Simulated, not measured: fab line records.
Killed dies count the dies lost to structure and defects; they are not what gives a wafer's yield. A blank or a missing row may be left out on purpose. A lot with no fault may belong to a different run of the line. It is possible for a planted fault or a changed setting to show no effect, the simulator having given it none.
Chamber matching / flow n5 finfet / rie diel-02 running N5_MOL_CONTACT_COAG_DESCUM_13: 4 sister chambers
The step chemistry O2, time 7 s. 18 wafers are shown with their chamber, then 9 later ones without.

== WAFERS WITH THEIR CHAMBER ==
wafer=L079.3; chamber=3; showerhead plenum p Torr (Torr)=2.13; drypump motor current A (A)=5.4; oes product au (a.u.)=0.95
wafer=L079.4; chamber=2; showerhead plenum p Torr (Torr)=2.16; drypump motor current A (A)=5.9; oes product au (a.u.)=0.73
wafer=L079.6; chamber=0; showerhead plenum p Torr (Torr)=1.99; drypump motor current A (A)=5.6; oes product au (a.u.)=0.74
wafer=L080.1; chamber=0; showerhead plenum p Torr (Torr)=1.99; drypump motor current A (A)=5.6; oes product au (a.u.)=0.72
wafer=L080.4; chamber=2; showerhead plenum p Torr (Torr)=2.16; drypump motor current A (A)=5.9; oes product au (a.u.)=0.72
wafer=L080.6; chamber=0; showerhead plenum p Torr (Torr)=1.99; drypump motor current A (A)=5.7; oes product au (a.u.)=0.72
wafer=L082.1; chamber=2; showerhead plenum p Torr (Torr)=2.16; drypump motor current A (A)=5.9; oes product au (a.u.)=0.72
wafer=L082.4; chamber=0; showerhead plenum p Torr (Torr)=1.99; drypump motor current A (A)=5.7; oes product au (a.u.)=0.72
wafer=L082.5; chamber=3; showerhead plenum p Torr (Torr)=2.13; drypump motor current A (A)=5.4; oes product au (a.u.)=0.94
wafer=L085.2; chamber=3; showerhead plenum p Torr (Torr)=2.13; drypump motor current A (A)=5.4; oes product au (a.u.)=0.91
wafer=L085.4; chamber=2; showerhead plenum p Torr (Torr)=2.15; drypump motor current A (A)=5.9; oes product au (a.u.)=0.71
wafer=L085.6; chamber=3; showerhead plenum p Torr (Torr)=2.13; drypump motor current A (A)=5.4; oes product au (a.u.)=0.91
wafer=L087.1; chamber=2; showerhead plenum p Torr (Torr)=2.15; drypump motor current A (A)=5.9; oes product au (a.u.)=0.71
wafer=L087.2; chamber=3; showerhead plenum p Torr (Torr)=2.12; drypump motor current A (A)=5.4; oes product au (a.u.)=0.90
wafer=L087.6; chamber=3; showerhead plenum p Torr (Torr)=2.13; drypump motor current A (A)=5.4; oes product au (a.u.)=0.90
wafer=L090.2; chamber=2; showerhead plenum p Torr (Torr)=2.15; drypump motor current A (A)=5.9; oes product au (a.u.)=0.71
wafer=L090.3; chamber=0; showerhead plenum p Torr (Torr)=1.99; drypump motor current A (A)=5.6; oes product au (a.u.)=0.71
wafer=L090.4; chamber=1; showerhead plenum p Torr (Torr)=2.15; drypump motor current A (A)=5.0; oes product au (a.u.)=0.89

SIGNATURES (means of the wafers above)
reading=showerhead plenum p Torr; chamber 0=1.9900; chamber 1=2.1500; chamber 2=2.1550; chamber 3=2.1283; scatter within a chamber=0.00408
reading=drypump motor current A; chamber 0=5.640; chamber 1=5.000; chamber 2=5.900; chamber 3=5.400; scatter within a chamber=0.0293
reading=oes product au; chamber 0=0.7220; chamber 1=0.8900; chamber 2=0.7167; chamber 3=0.9183; scatter within a chamber=0.0149
Rule: a wafer's distance from a chamber is the root of the sum, over the readings, of the square of ((its reading less the chamber's mean) divided by the reading's scatter). If the next closest chamber is less than 2 further off than the closest, the wafer can't be placed; otherwise it belongs to the closest. The scatter: the root of (the sum of the squares of (reading less its chamber's mean) over the shown wafers, divided by (wafers less chambers)).

== WAFERS WITHOUT THEIR CHAMBER ==
wafer=L091.1; showerhead plenum p Torr (Torr)=1.98; drypump motor current A (A)=5.7; oes product au (a.u.)=0.71
wafer=L091.3; showerhead plenum p Torr (Torr)=2.15; drypump motor current A (A)=5.9; oes product au (a.u.)=0.71
wafer=L091.4; showerhead plenum p Torr (Torr)=2.12; drypump motor current A (A)=5.4; oes product au (a.u.)=0.90
wafer=L096.1; showerhead plenum p Torr (Torr)=2.15; drypump motor current A (A)=5.9; oes product au (a.u.)=0.70
wafer=L096.2; showerhead plenum p Torr (Torr)=2.12; drypump motor current A (A)=5.4; oes product au (a.u.)=0.87
wafer=L096.4; showerhead plenum p Torr (Torr)=1.98; drypump motor current A (A)=5.6; oes product au (a.u.)=0.69
wafer=L097.4; showerhead plenum p Torr (Torr)=2.14; drypump motor current A (A)=5.9; oes product au (a.u.)=0.70
wafer=L097.5; showerhead plenum p Torr (Torr)=1.98; drypump motor current A (A)=5.7; oes product au (a.u.)=0.70
wafer=L097.6; showerhead plenum p Torr (Torr)=2.14; drypump motor current A (A)=4.9; oes product au (a.u.)=0.85

== WHICH CHAMBER EACH ONE RAN IN ==
wafer=L091.1; from the rows above=0; in truth=0
wafer=L091.3; from the rows above=2; in truth=2
wafer=L091.4; from the rows above=3; in truth=3
wafer=L096.1; from the rows above=2; in truth=2
wafer=L096.2; from the rows above=3; in truth=3
wafer=L096.4; from the rows above=0; in truth=0
wafer=L097.4; from the rows above=2; in truth=2
wafer=L097.5; from the rows above=0; in truth=0
wafer=L097.6; from the rows above=1; in truth=1
Placed correctly: 9 of 9. Left unplaced by these rows: 0. Placed wrongly: 0.
